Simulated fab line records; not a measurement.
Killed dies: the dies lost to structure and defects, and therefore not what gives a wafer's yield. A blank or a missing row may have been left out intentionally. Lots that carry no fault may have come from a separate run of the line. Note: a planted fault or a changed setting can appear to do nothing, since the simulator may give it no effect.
Matching of chambers    flow n5_finfet    rie_diel-03 running N5_BEOL_M9_STRIP_36: 4 sister chambers
The step strips in N2/H2. 22 wafers are shown with their chamber, then 11 later ones without.

WAFERS, EACH WITH ITS CHAMBER
wafer   chamber  showerhead_plenum_p_Torr (Torr)  drypump_motor_current_A (A)  throttle_valve_pct (%)
L075.2  1        2.42                             6.2                          23.87
L075.3  0        2.52                             5.4                          24.10
L075.6  3        2.53                             5.2                          24.04
L079.1  0        2.52                             5.4                          24.12
L079.2  3        2.52                             5.2                          24.07
L079.4  0        2.52                             5.4                          24.12
L082.2  0        2.51                             5.4                          24.13
L082.3  3        2.52                             5.2                          24.07
L082.6  1        2.41                             6.2                          23.90
L081.1  0        2.51                             5.4                          24.12
L081.3  2        2.71                             5.5                          23.41
L081.6  3        2.52                             5.3                          24.05
L083.3  1        2.41                             6.3                          23.90
L083.4  3        2.52                             5.2                          24.08
L083.5  1        2.41                             6.2                          23.91
L086.2  2        2.71                             5.5                          23.41
L086.3  0        2.51                             5.4                          24.17
L086.4  3        2.52                             5.2                          24.07
L088.2  1        2.41                             6.2                          23.90
L088.4  2        2.70                             5.5                          23.45
L088.6  0        2.51                             5.4                          24.16
L090.4  0        2.51                             5.4                          24.16

SIGNATURES (averages over the wafers above)
reading                   chamber 0  chamber 1  chamber 2  chamber 3  scatter within a chamber
showerhead_plenum_p_Torr  2.5137     2.4120     2.7067     2.5217     0.00482
drypump_motor_current_A   5.400      6.220      5.500      5.217      0.0301
throttle_valve_pct        24.1350    23.8960    23.4233    24.0633    0.0204
Rule: for each reading, subtract the chamber's mean from the wafer's reading, divide by that reading's scatter and square the result; add these up over the readings and take the root, which gives the wafer's distance from the chamber. If the next closest chamber is less than 2 further off than the closest, the wafer can't be placed; otherwise it belongs to the closest. The scatter: the root of (the sum of the squares of (reading less its chamber's mean) over the shown wafers, divided by (wafers less chambers)).

WAFERS MISSING THEIR CHAMBER
wafer   showerhead_plenum_p_Torr (Torr)  drypump_motor_current_A (A)  throttle_valve_pct (%)
L090.5  2.50                             5.4                          24.15
L090.6  2.51                             5.2                          24.08
L092.1  2.50                             5.4                          24.18
L092.2  2.51                             5.2                          24.07
L092.4  2.40                             6.3                          23.92
L094.4  2.70                             5.5                          23.47
L094.5  2.51                             5.2                          24.08
L094.6  2.50                             5.4                          24.17
L097.3  2.50                             5.4                          24.16
L097.4  2.40                             6.2                          23.97
L097.6  2.51                             5.3                          24.07

CHAMBER TAKEN BY EACH
wafer   from the rows above      in truth
L090.5  0                        0
L090.6  3                        3
L092.1  0                        0
L092.2  3                        3
L092.4  1                        1
L094.4  2                        2
L094.5  3                        3
L094.6  0                        0
L097.3  0                        0
L097.4  1                        1
L097.6  can't be placed: 3 or 0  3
Correct placement for 10 of the 11. Not placeable from these rows: 1 (in 1, the candidates include the true chamber). Wrongly placed: 0.
